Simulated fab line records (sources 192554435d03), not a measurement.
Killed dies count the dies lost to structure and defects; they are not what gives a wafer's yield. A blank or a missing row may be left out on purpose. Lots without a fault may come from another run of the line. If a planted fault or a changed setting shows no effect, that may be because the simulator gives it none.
Split-lot study    flow n5-finfet    21 wafers read across 7 lots, on a route 1938 steps long

== ON THE SPLIT ==
At N5_BEOL_M8_PECVD_70 (deposits SiO2 from TEOS/O2, target thk 20 nm, time 22.7 s), the setting temp-c was moved away from the recipe's 400 C on 5 of the 21 wafers read, by +1.4% to +3.0%. The other wafers ran this setting at the recipe's value.

== FROM THE SPLIT TO THE READING: what the file shows between them, 9 steps ==
- N5_BEOL_M8_ETCH_61: etches SiARC in CF4, target depth 45.5 nm, time 75.8 s (also split here: bias-w)
- N5_BEOL_M8_COAT_22: resist thk 30 nm (also split here: spin-rpm)
- N5_BEOL_M8_EBR_24
- N5_BEOL_M8_SOFTBAKE_23: time 60 s
- N5_BEOL_M8_DESCUM_33: chemistry O2, time 7 s
- N5_BEOL_M8_ETCH_72: etches underlayer in N2/H2, target depth 6.5 nm, time 5.2 s
- N5_BEOL_M8_ETCH_65: etches SiARC in CF4, target depth 15.6 nm, time 26 s
- N5_BEOL_M8_ETCH_66: etches SOC in N2/H2, target depth 80 nm, overetch 16 nm, time 120 s
- N5_BEOL_M8_STRIP_80: strips in N2/H2, time 10 s

== THE READING ==
SiO2_of_BEOL_M8_PECVD_70.thk-nm (the simulator's own value, which no gauge read), in nm, at N5_BEOL_M8_HM_STRIP_39 (strips TiN in peroxide tin strip, target depth 25 nm, time 158 s). The file gives no usual value for it. Average 19.9 nm, standard deviation 0.16 nm, over the 16 wafers here run with the recipe.

wafer   tool, chamber at the split  temp-c as run, C  against the recipe  SiO2_of_BEOL_M8_PECVD_70.thk-nm, nm  against lot-mates on the recipe
L074.1  pecvd-03, 0                 400               recipe              19.8                                 -
L074.5  pecvd-03, 0                 409.1             +2.3%               19                                   -0.8
L074.6  pecvd-03, 1                 409.1             +2.3%               19.2                                 -0.6
L075.1  pecvd-01, 1                 400               recipe              19.8                                 -
L075.4  pecvd-01, 1                 400               recipe              20                                   -
L075.5  pecvd-01, 1                 400               recipe              20.2                                 -
L080.3  pecvd-04, 2,0               400               recipe              20                                   -
L080.6  pecvd-04, 2,0               400               recipe              20                                   -
L080.4  pecvd-04, 2                 400               recipe              20.2                                 -
L085.2  pecvd-01, 0                 405.7             +1.4%               18.6                                 -1.2
L085.3  pecvd-01, 1                 405.7             +1.4%               18.8                                 -1.0
L085.6  pecvd-01, 2                 400               recipe              19.8                                 -
L086.1  pecvd-01, 1,2,0             400               recipe              19.8                                 -
L086.2  pecvd-01, 1,2,0             400               recipe              19.8                                 -
L086.4  pecvd-01, 1,2,0             400               recipe              19.8                                 -
L088.2  pecvd-04, 2                 400               recipe              19.8                                 -
L088.4  pecvd-04, 1                 400               recipe              20.2                                 -
L088.5  pecvd-04, 2                 412.1             +3.0%               18.4                                 -1.6
L092.3  pecvd-04, 1                 400               recipe              19.8                                 -
L092.6  pecvd-04, 0                 400               recipe              19.8                                 -
L092.4  pecvd-04, 1                 400               recipe              20                                   -
The file does not say which wafer passed through which chamber wherever a row lists several chambers: such a row stands for several wafers.

FIT RESULTS
A straight line over all 21 wafers: SiO2_of_BEOL_M8_PECVD_70.thk-nm changes by -0.493 nm for each +1% of temp-c; r = -0.89; the points scatter about the line by 0.25 nm.
The same after taking each lot's own level away (the mean of its wafers on the recipe; 21 wafers): -0.467 nm for each +1%; r = -0.90; scatter 0.22 nm.
The reading moves by 1.4 nm for the largest change in temp-c, on that fit.
From 19.80 to 20.07 nm: that is the span of the lots' own levels, equal to 1.7 times the standard deviation above.
So the lot-to-lot level changes the slope little: the two slopes agree.
Check: for one of the wafers moved furthest among these (+3.0%), held out of the fit, the line's prediction against its lot-mates is -1.31 nm. It came out at -1.6 nm against them.

== FURTHER SPLITS ON THESE WAFERS ==
These wafers also went through other splits before the reading. Each is held against what the fit with the lots' levels taken away leaves over:
other split on the same wafers  wafers away from the commonest value  r with SiO2_of_BEOL_M8_PECVD_70.thk-nm (lot level and that fit taken away)
N5_BEOL_M3_COAT_73 spin-rpm     4                                     -0.03
N5_BEOL_M4_EXPOSE_25 dose-mj    5                                     -0.39
N5_BEOL_M5_COAT_66 spin-rpm     4                                     +0.08
N5_BEOL_M5_COAT_22 spin-rpm     4                                     +0.37
N5_BEOL_M7_ILD_DEP_00 time-s    6                                     +0.33
N5_BEOL_M8_ETCH_61 bias-w       5                                     +0.08
N5_BEOL_M8_COAT_22 spin-rpm     6                                     +0.22

== THE WHOLE CHAIN: every reading that the file lists as answering this split, in the file's order ==
step                    what it does                                                      reading                                                                           change (the file's fit)                r (the file's)
N5_BEOL_M8_PECVD_70     deposits SiO2 from TEOS/O2, target thk 20 nm, time 22.7 s         SiO2_of_BEOL_M8_PECVD_70.thk-nm (the simulator's own value, which no gauge read)  -0.471 nm for each +1% of the setting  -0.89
N5_BEOL_M8_HM_STRIP_39  strips TiN in peroxide tin strip, target depth 25 nm, time 158 s  SiO2_of_BEOL_M8_PECVD_70.thk-nm (the simulator's own value, which no gauge read)  -0.489 nm for each +1% of the setting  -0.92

== FILE'S OWN FIT ==
SiO2_of_BEOL_M8_PECVD_70.thk-nm changes by -0.489 nm for each +1% of temp-c, r = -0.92.
